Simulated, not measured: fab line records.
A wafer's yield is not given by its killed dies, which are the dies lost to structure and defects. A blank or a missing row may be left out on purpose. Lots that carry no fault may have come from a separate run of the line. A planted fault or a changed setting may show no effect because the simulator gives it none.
Chamber matching ; flow n5-finfet ; 3 sister chambers for N5_BEOL_M5_CO_CAP_78 on cvd-co-01
The step material Co, precursor CCTBA/H2, target thk 2 nm, time 102.1 s. 6 wafers are shown with their chamber, then 12 later ones without.

## WAFERS, EACH WITH ITS CHAMBER
wafer;chamber;heater-power-w (W)
L077.3;2;270
L078.4;1;225
L080.1;2;269
L080.3;1;226
L088.2;0;214
L088.3;0;221

## WAFERS WITH NO CHAMBER GIVEN
wafer;heater-power-w (W)
L087.1;267
L087.2;216
L087.3;222
L092.2;216
L092.4;221
L092.6;258
L094.1;269
L094.2;221
L094.3;227
L095.3;216
L095.5;275
L095.6;220

## EACH ONE'S CHAMBER
wafer;from the rows above;in truth
L087.1;2;2
L087.2;0;0
L087.3;can't be placed: 1 or 0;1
L092.2;0;0
L092.4;can't be placed: 0 or 1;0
L092.6;2;2
L094.1;2;2
L094.2;can't be placed: 0 or 1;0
L094.3;1;1
L095.3;0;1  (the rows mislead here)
L095.5;2;2
L095.6;can't be placed: 0 or 1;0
Placed correctly: 7 of 12. Not placeable from these rows: 4 (in 4, the candidates include the true chamber). Placed wrongly: 1.
How it was worked out, from the rows above alone: a wafer's distance from a chamber is the root of the sum, over the readings, of the square of ((its reading less the chamber's mean) divided by the reading's scatter). The wafer belongs to the nearest chamber; if the next one is less than 2 further off, it can't be placed. The mean given for a chamber averages the wafers shown for that chamber. The scatter is the square root of a quotient: the sum, over the shown wafers, of each reading's squared deviation from its chamber's mean, divided by wafers minus chambers.
